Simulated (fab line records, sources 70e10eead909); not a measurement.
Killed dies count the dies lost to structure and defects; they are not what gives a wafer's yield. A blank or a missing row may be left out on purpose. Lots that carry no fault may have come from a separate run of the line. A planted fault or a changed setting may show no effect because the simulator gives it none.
What tool caused it?	flow nand_harc	15 lots with 45 wafers sampled at 5 steps, on a route of 1302 steps

WHAT THE GAUGES READ, wafer by wafer
NHARC_P_CONTACT_CD_MEAS_12: the cd target is 90 nm.
lot	measured	on	cd_nm (nm)
L277	day 5 21:51	cd_sem-03	90.5 90.2 89.6
L278	day 6 16:02	cd_sem-01	89.3 90.1 89.9
L279	day 7 01:49	cd_sem-03	90.8 90.8 91.6
L280	day 7 04:28	cd_sem-03	90.9 90.7 90.5
L281	day 7 10:09	cd_sem-01	91.2 92.0 90.6
L283	day 8 11:44	cd_sem-03	90.5 90.2 90.5
L285	day 9 04:02	cd_sem-03	90.5 90.4 89.9
L286	day 9 17:31	cd_sem-02	90.4 90.3 90.5
L292	day 12 02:14	cd_sem-03	114.8 114.2 114.5
L294	day 13 03:42	cd_sem-03	109.9 109.4 109.8
L295	day 13 12:57	cd_sem-02	109.1 108.7 108.7
L297	day 14 05:50	cd_sem-02	90.8 90.8 90.4
L296	day 14 06:43	cd_sem-02	91.0 91.0 90.8
L298	day 15 02:34	cd_sem-01	90.0 90.7 89.9
L300	day 15 21:07	cd_sem-02	89.5 89.8 90.1

NHARC_P_CONTACT_INSPECT_27.
lot	measured	on	raw_defect_count
L277	day 6 01:08	defect_inspect-02	1169 859 1204
L278	day 6 19:19	defect_inspect-01	141 146 171
L279	day 7 05:05	defect_inspect-02	220 244 274
L280	day 7 07:43	defect_inspect-01	179 350 167
L281	day 7 13:23	defect_inspect-01	124 164 144
L283	day 8 15:04	defect_inspect-02	275 263 354
L285	day 9 07:16	defect_inspect-02	180 229 483
L286	day 9 20:49	defect_inspect-02	295 260 559
L292	day 12 05:41	defect_inspect-01	239 267 184
L294	day 13 07:10	defect_inspect-01	240 246 396
L295	day 13 16:16	defect_inspect-01	433 244 157
L297	day 14 09:10	defect_inspect-02	177 319 349
L296	day 14 09:59	defect_inspect-02	224 148 163
L298	day 15 05:51	defect_inspect-02	232 100 446
L300	day 16 00:23	defect_inspect-01	453 344 488

WHAT TOOL EACH LOT RAN ON (gives the tool, then ch and the chambers of the sampled wafers, and finally the start)
lot	NHARC_P_GATE_RTA_82	NHARC_P_CONTACT_EXPOSE_09	NHARC_P_CONTACT_CVD_23
L277	rtp_anneal-01 ch 0, day 5 20:03	arfi_scanner-03 ch 0, day 5 21:43	cvd_w-02 ch 0,1, day 6 01:08 or earlier
L278	rtp_anneal-01 ch 0, day 6 14:12	arfi_scanner-01 ch 0, day 6 15:53	cvd_w-02 ch 0,1, day 6 19:19 or earlier
L279	rtp_anneal-01 ch 0, day 7 00:00	arfi_scanner-03 ch 0, day 7 01:40	cvd_w-02 ch 0,1, day 7 05:05 or earlier
L280	rtp_anneal-02 ch 0, day 7 02:39	arfi_scanner-02 ch 0, day 7 04:19	cvd_w-02 ch 0,1, day 7 07:43 or earlier
L281	rtp_anneal-01 ch 0, day 7 08:31	arfi_scanner-02 ch 0, day 7 10:01	cvd_w-02 ch 0,1, day 7 13:23 or earlier
L283	rtp_anneal-02 ch 0, day 8 09:56	arfi_scanner-01 ch 0, day 8 11:35	cvd_w-01 ch 1, day 8 15:04 or earlier
L285	rtp_anneal-01 ch 0, day 9 02:25	arfi_scanner-02 ch 0, day 9 03:53	cvd_w-01 ch 0,1, day 9 07:16 or earlier
L286	rtp_anneal-02 ch 0, day 9 15:46	arfi_scanner-01 ch 0, day 9 17:23	cvd_w-02 ch 0,1, day 9 20:49 or earlier
L292	rtp_anneal-02 ch 0, day 12 00:26	arfi_scanner-01 ch 0, day 12 02:05	cvd_w-01 ch 0,1, day 12 05:41 or earlier
L294	rtp_anneal-01 ch 0, day 13 01:53	arfi_scanner-01 ch 0, day 13 03:34	cvd_w-01 ch 0,1, day 13 07:10 or earlier
L295	rtp_anneal-01 ch 0, day 13 11:16	arfi_scanner-01 ch 0, day 13 12:49	cvd_w-02 ch 0,1, day 13 16:16 or earlier
L297	rtp_anneal-02 ch 0, day 14 04:04	arfi_scanner-02 ch 0, day 14 05:41	cvd_w-01 ch 0,1, day 14 09:10 or earlier
L296	rtp_anneal-02 ch 0, day 14 04:56	arfi_scanner-03 ch 0, day 14 06:35	cvd_w-02 ch 1, day 14 09:59 or earlier
L298	rtp_anneal-01 ch 0, day 15 00:55	arfi_scanner-03 ch 0, day 15 02:26	cvd_w-01 ch 1, day 15 05:51 or earlier
L300	rtp_anneal-02 ch 0, day 15 19:19	arfi_scanner-03 ch 0, day 15 20:59	cvd_w-02 ch 0,1, day 16 00:23 or earlier
- NHARC_P_GATE_RTA_82: time 30 s.
- NHARC_P_CONTACT_EXPOSE_09: exposes mask P CA, target cd 90 nm.
- NHARC_P_CONTACT_CVD_23: deposits W, target thk 200 nm, time 557 s.

AS READ BY THE TOOLS THEMSELVES (means over the sampled wafers that have a number; for cases with no such wafer, the mark the record gives instead)
NHARC_P_GATE_RTA_82.
lot	tool	lamp_power_pct (%)	lamp_zone_1_pct (%)	lamp_zone_7_pct (%)	wafer_temp_C_max
L277	rtp_anneal-01	3.5	3.5	3.7	451.3
L278	rtp_anneal-01	3.5	3.5	3.7	451.4
L279	rtp_anneal-01	3.5	3.5	3.7	451.3
L280	rtp_anneal-02	4.4	4.4	4.6	453.1
L281	rtp_anneal-01	3.5	3.5	3.7	451.1
L283	rtp_anneal-02	4.4	4.4	4.6	453.4
L285	rtp_anneal-01	3.5	3.5	3.7	451.3
L286	rtp_anneal-02	4.4	4.4	4.6	454.1
L292	rtp_anneal-02	4.4	4.4	4.6	452.8
L294	rtp_anneal-01	3.5	3.5	3.7	450.9
L295	rtp_anneal-01	3.5	3.5	3.7	451.1
L297	rtp_anneal-02	4.4	4.4	4.6	453.3
L296	rtp_anneal-02	4.4	4.4	4.6	452.6
L298	rtp_anneal-01	3.5	3.5	3.7	451.1
L300	rtp_anneal-02	4.4	4.4	4.6	453.2

NHARC_P_CONTACT_EXPOSE_09.
lot	tool	exposure_dose_mJ_cm2	stage_vel_mm_s (mm/s)
L277	arfi_scanner-03	81.24	499.65
L278	arfi_scanner-01	81.25	500.19
L279	arfi_scanner-03	81.17	500.00
L280	arfi_scanner-02	81.10	499.88
L281	arfi_scanner-02	81.27	499.79
L283	arfi_scanner-01	81.33	499.79
L285	arfi_scanner-02	81.17	499.77
L286	arfi_scanner-01	81.29	499.86
L292	arfi_scanner-01	118.52	500.47
L294	arfi_scanner-01	111.17	499.91
L295	arfi_scanner-01	110.47	500.12
L297	arfi_scanner-02	81.20	500.06
L296	arfi_scanner-03	81.31	499.80
L298	arfi_scanner-03	81.19	500.15
L300	arfi_scanner-03	81.21	499.81

NHARC_P_CONTACT_CVD_23.
lot	tool	heater_power_w (W)	mfc_h2_sccm (sccm)	throttle_valve_pct (%)
L277	cvd_w-02	479	1605	8.6
L278	cvd_w-02	473	1598	8.6
L279	cvd_w-02	474	1601	8.4
L280	cvd_w-02	458	1598	8.5
L281	cvd_w-02	456	1601	8.6
L283	cvd_w-01	481	1598	8.0
L285	cvd_w-01	495	1601	7.9
L286	cvd_w-02	454	1603	8.5
L292	cvd_w-01	498	1599	7.8
L294	cvd_w-01	493	1600	8.1
L295	cvd_w-02	472	1600	8.5
L297	cvd_w-01	496	1598	7.9
L296	cvd_w-02	486	1594	8.5
L298	cvd_w-01	512	1600	7.8
L300	cvd_w-02	460	1603	8.5

THE ANSWER, worked out from the rows above alone
Rule: usual is defined by the lots themselves. Put in order of their means at a reading, lots are off if they are a third of the lots or fewer, leave a main group of 4 or more, and stand apart from it by a gap of 3 or more times the standard deviation of the main group's means; of several such gaps the widest counts. The tables above print the reading to a certain number of digits; a main group whose means all agree to those digits is not used. Also off: a lot with no number at a reading for which 4 or more lots have one. Any other lot the step has rows for is counted as sound. Order of review: gauges by route order, followed by the tools' own readings, for which a lot's mean as printed above is used. At the first step where some lot is off, the reading lying furthest off is the one used; lots without a number count as furthest.
Off: L292, L294, L295 (NHARC_P_CONTACT_CD_MEAS_12, cd_nm). Main group: mean 90.5 nm, sd 0.46.
If a tool, at a process step before that reading, ran all the lots that are off and no sound lot after the first of them, it fits. Not tried: the gauges at NHARC_P_CONTACT_CD_MEAS_12; whatever is off there is also off at NHARC_P_CONTACT_EXPOSE_09, on other tools, and gauge error can't account for it. One fits: arfi_scanner-01 at NHARC_P_CONTACT_EXPOSE_09. A fault onset in the window from L286 (day 9 17:23, its last sound lot) to L292 (day 12 02:05, its first lot off) fits.
The tool's own readings at NHARC_P_CONTACT_EXPOSE_09 bear it out: on the lots that are off they differ by more than 5 times the standard deviation of the sound lots' means. exposure_dose_mJ_cm2 reads 113.39 there against 81.23 on the sound lots.

WHAT THE SIMULATOR HAD PUT IN
Process parameters drifting: arfi_scanner-01 at NHARC_P_CONTACT_EXPOSE_09, beginning at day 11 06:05. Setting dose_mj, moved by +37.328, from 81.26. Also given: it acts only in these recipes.
Struck lots among those shown: L292, L294, L295. This agrees with what the rule above found.
